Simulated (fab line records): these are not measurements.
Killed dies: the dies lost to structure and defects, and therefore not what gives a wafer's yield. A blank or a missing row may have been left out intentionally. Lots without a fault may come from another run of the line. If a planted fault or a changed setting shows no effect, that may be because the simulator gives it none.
Chamber matching :: flow nand-harc :: NHARC_A_BLC_ALD_23 on ald-metal-03 has 4 sister chambers
The step deposits TiN, target thk 3 nm, pulse time 1 s, ald cycles 150. 8 wafers are shown with their chamber, then 8 later ones without.

== WAFERS PAIRED WITH THEIR CHAMBERS ==
wafer: L076.4
chamber: 3
heater-power-w (W): 914
precursor-pulse-height-rel: 0.993

wafer: L082.3
chamber: 2
heater-power-w (W): 1090
precursor-pulse-height-rel: 1.017

wafer: L084.1
chamber: 1
heater-power-w (W): 1009
precursor-pulse-height-rel: 0.981

wafer: L084.6
chamber: 1
heater-power-w (W): 972
precursor-pulse-height-rel: 0.990

wafer: L091.3
chamber: 3
heater-power-w (W): 838
precursor-pulse-height-rel: 0.970

wafer: L091.4
chamber: 0
heater-power-w (W): 1007
precursor-pulse-height-rel: 1.035

wafer: L091.6
chamber: 2
heater-power-w (W): 1105
precursor-pulse-height-rel: 0.993

wafer: L089.3
chamber: 0
heater-power-w (W): 1009
precursor-pulse-height-rel: 1.028

== WAFERS WITH NO CHAMBER GIVEN ==
wafer: L089.4
heater-power-w (W): 982
precursor-pulse-height-rel: 0.997

wafer: L089.6
heater-power-w (W): 1089
precursor-pulse-height-rel: 0.987

wafer: L096.4
heater-power-w (W): 820
precursor-pulse-height-rel: 0.997

wafer: L096.5
heater-power-w (W): 840
precursor-pulse-height-rel: 0.972

wafer: L096.6
heater-power-w (W): 1111
precursor-pulse-height-rel: 1.058

wafer: L097.2
heater-power-w (W): 1124
precursor-pulse-height-rel: 0.995

wafer: L097.4
heater-power-w (W): 1081
precursor-pulse-height-rel: 1.017

wafer: L097.6
heater-power-w (W): 1106
precursor-pulse-height-rel: 0.986

== CHAMBER TAKEN BY EACH ==
wafer: L089.4
from the rows above: can't be placed: 1 or 0
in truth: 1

wafer: L089.6
from the rows above: can't be placed: 2 or 1
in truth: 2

wafer: L096.4
from the rows above: 3
in truth: 3

wafer: L096.5
from the rows above: 3
in truth: 3

wafer: L096.6
from the rows above: can't be placed: 0 or 2
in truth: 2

wafer: L097.2
from the rows above: 2
in truth: 2

wafer: L097.4
from the rows above: can't be placed: 2 or 0
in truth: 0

wafer: L097.6
from the rows above: 2
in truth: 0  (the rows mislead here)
Correctly placed: 3 of 8. Can't be placed from these rows: 4 (the true chamber is among the candidates in 4). Number placed wrongly: 1.
How it was worked out, from the rows above alone: a wafer's distance from a chamber is the root of the sum, over the readings, of the square of ((its reading less the chamber's mean) divided by the reading's scatter). The wafer belongs to the nearest chamber; if the next one is less than 2 further off, it can't be placed. A chamber's mean is the mean of its shown wafers. The scatter: the root of (the sum of the squares of (reading less its chamber's mean) over the shown wafers, divided by (wafers less chambers)).
